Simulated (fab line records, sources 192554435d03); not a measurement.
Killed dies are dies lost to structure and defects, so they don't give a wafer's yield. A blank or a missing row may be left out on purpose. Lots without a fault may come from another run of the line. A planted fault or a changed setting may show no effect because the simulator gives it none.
A struck lot beside a sound one | flow n5_finfet | 21 steps out of a route of 1938
Sound: wafers L615.1, L615.4, L615.6. Struck: wafers L626.2, L626.3, L626.6. The cause comes at the end.
At each step with rows: each side's tool, then ch and its chambers, then its first start. Under that, the readings that differ: sound wafers | struck wafers | difference of the means | sigmas: that difference in standard deviations of wafers without a fault.
alike: readings whose means differ by less than 2 such deviations, and words and numbers that are the same on both sides. not compared: withheld readings, readings that some wafer has no value for, bounds like >300 that may hide the same value, and numbers for which the record gives no deviation and whose values overlap.
The two part at a step that has a row with sigmas, a row that says differs or no value, or rows on one side only. Numbers that don't overlap but have no deviation are shown without sigmas and don't part them. A reading that every wafer of one side lacks parts them only if that side has two wafers or more.

first, 9 steps without rows for these wafers: N5_BEOL_M7_DESCUM_16 (chemistry O2, time 7.9 s); N5_BEOL_M7_ETCH_61 (etches SiARC in CF4, target depth 45.5 nm, time 75.8 s); N5_BEOL_M7_ETCH_62 (etches SOC in N2/H2, target depth 110 nm, overetch 22 nm, time 165 s); N5_BEOL_M7_STRIP_68 (strips in N2/H2); N5_BEOL_M7_STRIP_67 (strips in CF4); N5_BEOL_M7_HM_OPEN_17 (chemistry Cl2/BCl3, target TiN, target depth 20 nm, overetch 6 nm); N5_BEOL_M7_STRIP_19 (strips in O2); N5_BEOL_M7_COAT_63 (time 60 s, resist thk 60 nm); N5_BEOL_M7_COAT_64 (time 60 s, resist thk 12 nm).
N5_BEOL_M7_COAT_71: time 60 s, resist thk 5 nm.
  sound on litho_track-04 ch 0, day 9 08:59; struck on litho_track-04 ch 0, day 13 09:40
  reading              | sound                | struck               | difference | sigmas
  spin_speed_rpm (rpm) | 1501.0 1500.8 1500.1 | 1632.9 1634.5 1634.3 | +133.3     | +99 or more
  alike: chill_plate_temp_C
then, 7 steps without rows for these wafers: N5_BEOL_M7_COAT_22 (resist thk 30 nm); N5_BEOL_M7_EBR_24; N5_BEOL_M7_SOFTBAKE_23 (time 60 s); N5_BEOL_M7_EXPOSE_25 (exposes mask V6, target cd 40 nm); N5_BEOL_M7_PEB_26 (peb time 60 s); N5_BEOL_M7_DEVELOP_27 (develop time 30 s); N5_BEOL_M7_DESCUM_33 (chemistry O2, time 7 s).
N5_BEOL_M7_ETCH_72: etches underlayer in N2/H2, target depth 6.5 nm, time 5.2 s.
  sound on rie_diel-01 ch 1,2,3, day 9 09:36; struck on rie_diel-01 ch 0,1,3, day 13 10:07
  reading                  | sound            | struck           | difference | sigmas
  model.etch.depth_nm (nm) | 5.019 4.996 5.01 | 4.795 4.811 4.79 | -0.210     |
  alike: chamber_pressure_mTorr, drypump_motor_current_A, etch_rf_on_time_s, h2_flow_sccm, n2_flow_sccm, oes_product_au, rf_vpp_V, showerhead_plenum_p_Torr, throttle_valve_pct
  not compared: rf_hours_counter_h, model.CAR-EUV_of_BEOL_M7_COAT_22.thk_nm
N5_BEOL_M7_ETCH_65: etches SiARC in CF4, target depth 15.6 nm, time 26 s.
  sound on rie_diel-01 ch 1,2,3, day 9 09:37; struck on rie_diel-01 ch 0,1,3, day 13 10:08
  reading                                      | sound      | struck         | difference | sigmas
  model.CAR-EUV_of_BEOL_M7_COAT_22.thk_nm (nm) | 11 11 11.2 | 11.4 11.4 11.4 | +0.3       |
  alike: cf4_flow_sccm, chamber_pressure_mTorr, drypump_motor_current_A, etch_rf_on_time_s, oes_product_au, rf_vpp_V, showerhead_plenum_p_Torr, throttle_valve_pct
  not compared: rf_hours_counter_h
then, 2 steps without rows for these wafers: N5_BEOL_M7_ETCH_66 (etches SOC in N2/H2, target depth 80 nm, overetch 16 nm, time 120 s); N5_PASSIVATION_PROBE_49.

WHERE THEY PART
Only at N5_BEOL_M7_COAT_71, within this record. Later steps at which nothing parts them and some readings are alike: N5_BEOL_M7_ETCH_72, N5_BEOL_M7_ETCH_65.

WHY: what the simulator had put in
Process parameter drift: litho_track-04, from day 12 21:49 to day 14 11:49, at N5_BEOL_M7_COAT_71. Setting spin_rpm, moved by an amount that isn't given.
